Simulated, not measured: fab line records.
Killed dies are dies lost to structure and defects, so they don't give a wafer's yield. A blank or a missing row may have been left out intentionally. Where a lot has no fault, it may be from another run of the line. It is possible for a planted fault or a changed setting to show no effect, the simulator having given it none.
Which tool did it? | flow n5 finfet | 63 wafers from 21 lots sampled at 6 of the route's 1938 steps

## WHAT THE GAUGES SHOWED, per wafer
N5_SD_EPI_P_OVL_MEAS_10. Usual: SD_P_BLK_OVL gives 0.1 nm (standard deviation 0.66).
lot  | measured    | on         | SD_P_BLK_OVL (nm) | flag
L074 | day 3 08:00 | overlay-02 | -0.7 0.6 0.2      |
L075 | day 3 13:37 | overlay-01 | -0.3 -0.6 -0.7    |
L076 | day 8 03:02 | overlay-01 | 0.0 -0.5 0.6      |
L077 | day 4 00:43 | overlay-02 | 0.9 -0.1 0.5      |
L078 | day 4 05:53 | overlay-01 | 0.8 -0.6 0.1      |
L079 | day 4 10:39 | overlay-02 | 0.0 0.0 -0.4      |
L080 | day 4 17:53 | overlay-01 | -0.8 -0.2 0.0     |
L081 | day 5 01:22 | overlay-01 | 0.6 -0.5 0.5      |
L082 | day 5 09:38 | overlay-01 | 0.6 1.1 0.5       |
L083 | day 5 12:56 | overlay-02 | -1.1 -0.6 -1.0    |
L084 | day 5 19:46 | overlay-02 | 0.5 0.3 0.3       |
L087 | day 6 10:58 | overlay-02 | -0.4 -0.8 0.2     |
L088 | day 6 14:59 | overlay-01 | 0.4 -0.7 -0.1     |
L089 | day 6 22:28 | overlay-01 | -0.4 -1.1 -1.1    |
L090 | day 7 06:58 | overlay-01 | -0.2 -0.9 -1.4    |
L091 | day 7 09:59 | overlay-01 | 0.4 -0.3 -0.5     |
L092 | day 7 17:37 | overlay-01 | -0.3 0.2 -0.4     |
L093 | day 8 03:32 | overlay-02 | -0.1 -0.1 -0.2    |
L094 | day 8 12:34 | overlay-02 | 0.6 1.1 -0.6      |
L097 | day 9 00:13 | overlay-01 | 0.4 0.4 0.4       |
L096 | day 9 01:36 | overlay-01 | 0.2 1.8 1.0       |

N5_SDB_INSPECT_36: inspects for defects (darkfield). Usual: raw defect count 39, standard deviation 16.
lot  | measured    | on                | raw defect count | flag
L074 | day 4 00:26 | defect inspect-01 | 46 124 37        |
L075 | day 4 05:38 | defect inspect-01 | 22 32 23         |
L076 | day 8 20:10 | defect inspect-01 | 43 31 22         |
L077 | day 4 15:57 | defect inspect-01 | 33 20 26         |
L078 | day 4 22:11 | defect inspect-01 | 52 88 58         |
L079 | day 5 02:25 | defect inspect-02 | 51 18 38         |
L080 | day 5 09:59 | defect inspect-02 | 40 53 24         |
L081 | day 5 16:44 | defect inspect-02 | 31 25 43         |
L082 | day 6 01:14 | defect inspect-01 | 52 35 43         |
L083 | day 6 05:32 | defect inspect-01 | 24 34 15         |
L084 | day 6 11:43 | defect inspect-02 | 44 28 21         |
L087 | day 7 02:28 | defect inspect-02 | 26 34 52         |
L088 | day 7 08:05 | defect inspect-02 | 35 48 48         |
L089 | day 7 14:25 | defect inspect-01 | 37 54 40         |
L090 | day 7 22:40 | defect inspect-02 | 33 38 21         |
L091 | day 8 02:40 | defect inspect-01 | 46 32 34         |
L092 | day 8 08:55 | defect inspect-01 | 26 31 19         |
L093 | day 8 19:46 | defect inspect-01 | 67 27 46         |
L094 | day 9 04:46 | defect inspect-02 | 43 32 22         |
L097 | day 9 16:10 | defect inspect-01 | 50 27 39         |
L096 | day 9 17:30 | defect inspect-01 | 55 33 52         |

## TOOL THAT RAN EACH LOT (tool first, then ch and the chambers of the sampled wafers, then the start)
lot  | N5_DUMMY_GATE_ETCH_23           | N5_SPACER0_ALD_08                | N5_SD_EPI_N_ETCH_16               | N5_SD_EPI_P_SD_RECESS_17
L074 | rie si-06 ch 0,3, day 3 00:43   | ald sin-03 ch 0,3, day 3 01:37   | rie diel-06 ch 1,3, day 3 03:16   | rie si-01 ch 1,2,3, day 3 08:45
L075 | rie si-04 ch 1,2, day 3 06:54   | ald sin-01 ch 0,2, day 3 07:59   | rie diel-06 ch 1,2, day 3 09:08   | rie si-06 ch 0,1,2, day 3 14:22
L076 | rie si-06 ch 0,1,2, day 3 12:24 | ald sin-03 ch 2,3, day 3 13:18   | rie diel-06 ch 0,1,3, day 3 14:43 | rie si-01 ch 1,2, day 8 03:49
L077 | rie si-01 ch 0,2,3, day 3 17:31 | ald sin-01 ch 0,2,3, day 3 18:25 | rie diel-03 ch 0,1,2, day 3 19:47 | rie si-04 ch 0,2,3, day 4 01:27
L078 | rie si-04 ch 1,2,3, day 3 23:40 | ald sin-01 ch 0,1,3, day 4 01:00 | rie diel-03 ch 1,2,3, day 4 02:16 | rie si-01 ch 0,1,2, day 4 06:38
L079 | rie si-01 ch 1,2,3, day 4 04:14 | ald sin-01 ch 0,2, day 4 05:08   | rie diel-03 ch 0,2, day 4 06:16   | rie si-04 ch 0,1,2, day 4 11:23
L080 | rie si-01 ch 0,1,2, day 4 11:24 | ald sin-02 ch 0,2,3, day 4 12:31 | rie diel-01 ch 1,2,3, day 4 13:47 | rie si-01 ch 1,2,3, day 4 18:38
L081 | rie si-06 ch 0,2,3, day 4 19:13 | ald sin-03 ch 1,2,3, day 4 20:19 | rie diel-01 ch 0,1,3, day 4 21:34 | rie si-04 ch 0,2,3, day 5 02:07
L082 | rie si-04 ch 0,2,3, day 5 03:19 | ald sin-01 ch 2,3, day 5 04:20   | rie diel-06 ch 1,3, day 5 05:40   | rie si-01 ch 0,1,2, day 5 10:22
L083 | rie si-01 ch 2,3, day 5 07:04   | ald sin-02 ch 1,2,3, day 5 08:01 | rie diel-03 ch 0,2,3, day 5 09:17 | rie si-06 ch 0,1,3, day 5 13:52
L084 | rie si-01 ch 0,1,3, day 5 13:33 | ald sin-01 ch 0,3, day 5 14:28   | rie diel-06 ch 0,2, day 5 15:43   | rie si-01 ch 1,2, day 5 20:31
L087 | rie si-01 ch 0,2, day 6 03:43   | ald sin-03 ch 0,1, day 6 05:39   | rie diel-01 ch 0,1,2, day 6 07:08 | rie si-01 ch 0,3, day 6 11:43
L088 | rie si-06 ch 2,3, day 6 09:07   | ald sin-02 ch 0,1, day 6 10:01   | rie diel-06 ch 0,1,2, day 6 11:20 | rie si-04 ch 2,3, day 6 15:44
L089 | rie si-01 ch 0,2,3, day 6 16:23 | ald sin-01 ch 1,2,3, day 6 17:22 | rie diel-01 ch 1,2, day 6 18:41   | rie si-01 ch 0,1,3, day 6 23:13
L090 | rie si-06 ch 1,2,3, day 6 23:58 | ald sin-03 ch 0,3, day 7 00:56   | rie diel-03 ch 0,1,3, day 7 02:12 | rie si-06 ch 0,3, day 7 07:55
L091 | rie si-04 ch 0,1,3, day 7 03:34 | ald sin-01 ch 1,2,3, day 7 04:56 | rie diel-03 ch 0,2,3, day 7 06:12 | rie si-04 ch 0,1,3, day 7 10:43
L092 | rie si-01 ch 0,3, day 7 11:34   | ald sin-02 ch 0,1,3, day 7 12:32 | rie diel-06 ch 0,2,3, day 7 13:52 | rie si-01 ch 1,2, day 7 18:23
L093 | rie si-04 ch 0,2,3, day 7 19:27 | ald sin-01 ch 1,2, day 7 22:12   | rie diel-03 ch 2,3, day 7 23:28   | rie si-06 ch 0,2,3, day 8 04:17
L094 | rie si-01 ch 0,2,3, day 8 05:28 | ald sin-02 ch 1,2,3, day 8 06:26 | rie diel-06 ch 0,1,3, day 8 07:38 | rie si-04 ch 0,1,2, day 8 13:28
L097 | rie si-04 ch 1,2, day 8 17:01   | ald sin-02 ch 0,2,3, day 8 18:57 | rie diel-03 ch 0,1,3, day 8 20:27 | rie si-01 ch 2,3, day 9 00:57
L096 | rie si-04 ch 0,2,3, day 8 17:52 | ald sin-01 ch 0,2, day 8 19:49   | rie diel-01 ch 0,2,3, day 8 21:40 | rie si-06 ch 0,2,3, day 9 02:20
- N5_DUMMY_GATE_ETCH_23: etches poly-Si in HBr/Cl2/O2, target depth 41 nm, time 22.3 s.
- N5_SPACER0_ALD_08: deposits SiNx, target thk 2 nm.
- N5_SD_EPI_N_ETCH_16: etches SiO2 in CHF3/O2, target depth 5 nm.
- N5_SD_EPI_P_SD_RECESS_17: chemistry HBr/Cl2/O2, target depth 39.1 nm, bt time 3 s.

## WHAT THE TOOLS THEMSELVES READ (means of the sampled wafers that have a number; where no wafer has one, the mark that the record gives instead)
N5_DUMMY_GATE_ETCH_23. Usual: HBr_flow_sccm 149.9 sccm, standard deviation 0.47; O2_flow_sccm 12.00 sccm, standard deviation 0.037; bias w 101.98 W, standard deviation 0.26; drypump motor current A 6.0 A, standard deviation 0.35; he backside leak sccm 2.70 sccm, standard deviation 0.22; oes product au 1.005 a.u., standard deviation 0.026; rf fwd power W 794 W, standard deviation 3.2; throttle valve pct 37.14 %, standard deviation 0.27.
lot  | tool      | HBr_flow_sccm (sccm) | O2_flow_sccm (sccm) | bias w (W) | drypump motor current A (A) | he backside leak sccm (sccm) | oes product au (a.u.) | rf fwd power W (W) | throttle valve pct (%) | flag
L074 | rie si-06 | 149.8                | 11.98               | 101.99     | 6.0                         | 2.97                         | 0.971                 | 791                | 37.16                  |
L075 | rie si-04 | 149.7                | 12.00               | 102.04     | 5.9                         | 2.60                         | 1.021                 | 794                | 37.40                  |
L076 | rie si-06 | 150.1                | 12.00               | 102.28     | 6.0                         | 2.93                         | 1.002                 | 793                | 36.87                  |
L077 | rie si-01 | 150.3                | 12.01               | 102.03     | 6.0                         | 2.69                         | 1.011                 | 795                | 36.97                  |
L078 | rie si-04 | 150.3                | 12.00               | 102.04     | 6.1                         | 2.72                         | 1.016                 | 797                | 37.36                  |
L079 | rie si-01 | 150.1                | 11.99               | 102.12     | 6.0                         | 2.68                         | 1.002                 | 795                | 37.17                  |
L080 | rie si-01 | 149.5                | 11.98               | 101.79     | 6.2                         | 2.47                         | 1.027                 | 798                | 37.11                  |
L081 | rie si-06 | 150.2                | 12.03               | 102.18     | 5.9                         | 2.83                         | 0.992                 | 789                | 37.03                  |
L082 | rie si-04 | 149.8                | 12.00               | 102.05     | 6.1                         | 2.69                         | 1.003                 | 796                | 37.19                  |
L083 | rie si-01 | 149.7                | 12.03               | 102.15     | 5.8                         | 2.74                         | 0.992                 | 795                | 37.01                  |
L084 | rie si-01 | 149.8                | 12.01               | 101.75     | 6.0                         | 2.55                         | 1.003                 | 793                | 37.07                  |
L087 | rie si-01 | 150.4                | 12.01               | 102.29     | 6.2                         | 2.53                         | 1.034                 | 796                | 36.90                  |
L088 | rie si-06 | 150.1                | 12.01               | 101.97     | 5.7                         | 2.71                         | 0.995                 | 788                | 37.24                  |
L089 | rie si-01 | 149.4                | 11.98               | 101.85     | 6.0                         | 2.66                         | 1.009                 | 796                | 36.96                  |
L090 | rie si-06 | 149.6                | 11.99               | 101.86     | 5.8                         | 3.02                         | 0.986                 | 790                | 37.20                  |
L091 | rie si-04 | 149.9                | 12.02               | 102.00     | 6.3                         | 2.73                         | 1.004                 | 792                | 37.24                  |
L092 | rie si-01 | 149.6                | 12.06               | 102.14     | 5.8                         | 2.68                         | 0.982                 | 797                | 36.92                  |
L093 | rie si-04 | 150.3                | 12.00               | 102.21     | 6.1                         | 2.65                         | 1.003                 | 794                | 37.18                  |
L094 | rie si-01 | 149.5                | 11.97               | 101.76     | 6.0                         | 2.58                         | 1.018                 | 795                | 36.95                  |
L097 | rie si-04 | 150.2                | 12.01               | 102.09     | 5.7                         | 2.61                         | 1.019                 | 795                | 37.35                  |
L096 | rie si-04 | 149.8                | 12.04               | 102.17     | 6.1                         | 2.73                         | 1.000                 | 797                | 37.19                  |

N5_SPACER0_ALD_08. Usual: heater power w 827 W, standard deviation 74.
lot  | tool       | heater power w (W) | flag
L074 | ald sin-03 | 866                |
L075 | ald sin-01 | 796                |
L076 | ald sin-03 | 832                |
L077 | ald sin-01 | 801                |
L078 | ald sin-01 | 838                |
L079 | ald sin-01 | 777                |
L080 | ald sin-02 | 829                |
L081 | ald sin-03 | 815                |
L082 | ald sin-01 | 765                |
L083 | ald sin-02 | 878                |
L084 | ald sin-01 | 815                |
L087 | ald sin-03 | 841                |
L088 | ald sin-02 | 796                |
L089 | ald sin-01 | 802                |
L090 | ald sin-03 | 858                |
L091 | ald sin-01 | 800                |
L092 | ald sin-02 | 797                |
L093 | ald sin-01 | 778                |
L094 | ald sin-02 | 873                |
L097 | ald sin-02 | 840                |
L096 | ald sin-01 | 791                |

N5_SD_EPI_N_ETCH_16. Usual: O2_flow_sccm 5.001 sccm, standard deviation 0.015; bias w 170.0 W, standard deviation 0.53; drypump motor current A 5.6 A, standard deviation 0.32; oes product au 0.78 a.u., standard deviation 0.073; rf fwd power W 644.1 W, standard deviation 2.4; rf vpp V 523 V, standard deviation 10; showerhead plenum p Torr 2.45 Torr, standard deviation 0.059; throttle valve pct 19.0 %, standard deviation 0.31.
lot  | tool        | O2_flow_sccm (sccm) | bias w (W) | drypump motor current A (A) | oes product au (a.u.) | rf fwd power W (W) | rf vpp V (V) | showerhead plenum p Torr (Torr) | throttle valve pct (%) | flag
L074 | rie diel-06 | 4.998               | 169.3      | 5.3                         | 0.75                  | 644.6              | 503          | 2.51                            | 19.3                   |
L075 | rie diel-06 | 4.997               | 169.7      | 5.6                         | 0.79                  | 643.2              | 519          | 2.47                            | 19.1                   |
L076 | rie diel-06 | 5.002               | 170.4      | 5.5                         | 0.78                  | 642.7              | 508          | 2.45                            | 19.0                   |
L077 | rie diel-03 | 4.993               | 170.2      | 5.8                         | 0.75                  | 645.4              | 530          | 2.44                            | 19.0                   |
L078 | rie diel-03 | 5.016               | 170.1      | 5.7                         | 0.77                  | 642.1              | 529          | 2.41                            | 18.8                   |
L079 | rie diel-03 | 5.010               | 170.0      | 5.6                         | 0.72                  | 645.1              | 527          | 2.46                            | 19.2                   |
L080 | rie diel-01 | 4.996               | 169.8      | 5.6                         | 0.81                  | 644.4              | 528          | 2.46                            | 18.9                   |
L081 | rie diel-01 | 4.995               | 170.4      | 5.6                         | 0.87                  | 645.3              | 525          | 2.48                            | 18.7                   |
L082 | rie diel-06 | 5.012               | 170.3      | 5.4                         | 0.73                  | 643.5              | 508          | 2.49                            | 19.2                   |
L083 | rie diel-03 | 5.003               | 170.1      | 5.6                         | 0.73                  | 645.8              | 524          | 2.44                            | 19.1                   |
L084 | rie diel-06 | 5.007               | 170.0      | 5.8                         | 0.86                  | 642.5              | 519          | 2.37                            | 18.7                   |
L087 | rie diel-01 | 5.006               | 170.4      | 5.6                         | 0.78                  | 644.0              | 528          | 2.51                            | 18.9                   |
L088 | rie diel-06 | 5.003               | 170.6      | 5.7                         | 0.80                  | 645.3              | 520          | 2.42                            | 18.9                   |
L089 | rie diel-01 | 5.011               | 170.4      | 5.6                         | 0.71                  | 645.3              | 530          | 2.49                            | 19.2                   |
L090 | rie diel-03 | 4.998               | 170.0      | 5.4                         | 0.74                  | 646.2              | 528          | 2.44                            | 19.0                   |
L091 | rie diel-03 | 5.004               | 169.6      | 5.5                         | 0.71                  | 644.2              | 524          | 2.43                            | 19.1                   |
L092 | rie diel-06 | 5.021               | 170.0      | 5.5                         | 0.79                  | 643.9              | 514          | 2.43                            | 19.0                   |
L093 | rie diel-03 | 5.007               | 170.2      | 5.9                         | 0.72                  | 645.2              | 524          | 2.39                            | 18.9                   |
L094 | rie diel-06 | 5.000               | 170.0      | 5.6                         | 0.75                  | 644.5              | 507          | 2.43                            | 19.1                   |
L097 | rie diel-03 | 4.991               | 169.9      | 5.4                         | 0.73                  | 643.2              | 528          | 2.44                            | 19.0                   |
L096 | rie diel-01 | 4.995               | 169.9      | 5.6                         | 0.79                  | 647.1              | 527          | 2.46                            | 18.8                   |

N5_SD_EPI_P_SD_RECESS_17. Usual: HBr_flow_sccm 150.0 sccm, standard deviation 0.41; O2_flow_sccm 12.00 sccm, standard deviation 0.037; bias w 112.0 W, standard deviation 0.36; drypump motor current A 6.0 A, standard deviation 0.32; he backside leak sccm 2.72 sccm, standard deviation 0.21; oes product au 1.006 a.u., standard deviation 0.021; rf fwd power W 795.0 W, standard deviation 2.6; throttle valve pct 36.95 %, standard deviation 0.29.
lot  | tool      | HBr_flow_sccm (sccm) | O2_flow_sccm (sccm) | bias w (W) | drypump motor current A (A) | he backside leak sccm (sccm) | oes product au (a.u.) | rf fwd power W (W) | throttle valve pct (%) | flag
L074 | rie si-01 | 149.9                | 12.02               | 112.1      | 6.0                         | 2.78                         | 1.001                 | 792.7              | 37.00                  |
L075 | rie si-06 | 150.3                | 12.00               | 111.8      | 6.0                         | 2.96                         | 1.007                 | 793.7              | 36.69                  |
L076 | rie si-01 | 150.2                | 11.95               | 112.1      | 6.3                         | 2.48                         | 1.016                 | 795.4              | 37.14                  |
L077 | rie si-04 | 150.0                | 12.03               | 112.3      | 6.1                         | 2.73                         | 1.009                 | 794.2              | 37.00                  |
L078 | rie si-01 | 150.1                | 11.98               | 112.1      | 6.2                         | 2.61                         | 1.025                 | 797.0              | 36.92                  |
L079 | rie si-04 | 149.9                | 12.00               | 112.3      | 5.9                         | 2.58                         | 1.022                 | 794.0              | 37.05                  |
L080 | rie si-01 | 150.0                | 12.01               | 111.6      | 6.1                         | 2.55                         | 0.996                 | 794.9              | 37.00                  |
L081 | rie si-04 | 149.8                | 12.03               | 111.8      | 6.1                         | 2.75                         | 1.011                 | 795.6              | 37.02                  |
L082 | rie si-01 | 150.0                | 12.00               | 112.3      | 6.2                         | 2.55                         | 1.018                 | 797.2              | 36.92                  |
L083 | rie si-06 | 149.8                | 11.98               | 112.3      | 6.1                         | 2.99                         | 0.991                 | 792.6              | 36.81                  |
L084 | rie si-01 | 150.1                | 11.95               | 111.9      | 6.3                         | 2.50                         | 1.013                 | 796.9              | 37.14                  |
L087 | rie si-01 | 150.3                | 12.01               | 111.6      | 5.9                         | 2.60                         | 1.007                 | 797.7              | 36.67                  |
L088 | rie si-04 | 149.8                | 12.00               | 112.0      | 6.2                         | 2.67                         | 1.011                 | 793.4              | 37.15                  |
L089 | rie si-01 | 150.2                | 11.99               | 112.1      | 6.0                         | 2.55                         | 1.001                 | 793.5              | 36.89                  |
L090 | rie si-06 | 150.1                | 12.01               | 112.0      | 6.0                         | 2.98                         | 0.982                 | 793.9              | 36.99                  |
L091 | rie si-04 | 150.0                | 12.00               | 112.2      | 6.3                         | 2.66                         | 1.006                 | 794.5              | 37.07                  |
L092 | rie si-01 | 150.1                | 11.96               | 112.1      | 6.3                         | 2.48                         | 1.018                 | 795.5              | 37.13                  |
L093 | rie si-06 | 150.3                | 11.99               | 112.3      | 5.9                         | 2.86                         | 0.996                 | 793.7              | 36.85                  |
L094 | rie si-04 | 150.3                | 11.99               | 112.6      | 5.9                         | 2.68                         | 1.024                 | 794.5              | 37.05                  |
L097 | rie si-01 | 149.7                | 12.00               | 111.9      | 6.1                         | 2.76                         | 1.007                 | 797.1              | 36.88                  |
L096 | rie si-06 | 149.8                | 11.99               | 112.0      | 5.9                         | 2.90                         | 0.991                 | 793.5              | 36.86                  |

## THE ANSWER, worked out from the rows above alone
Rule: take the mean of a lot's wafers that have a number; if it is more than 3 standard deviations from the usual mean, the lot is off. Also off: a lot with no number at a reading for which 4 or more lots have one. Any other lot the step has rows for is counted as sound. Order of review: gauges by route order, followed by the tools' own readings, for which a lot's mean as printed above is used. At the first step where some lot is off, the reading lying furthest off is the one used; lots without a number count as furthest.
Nothing can be told from this: no lot is off at any reading shown.

## WHAT THE SIMULATOR HAD INSERTED
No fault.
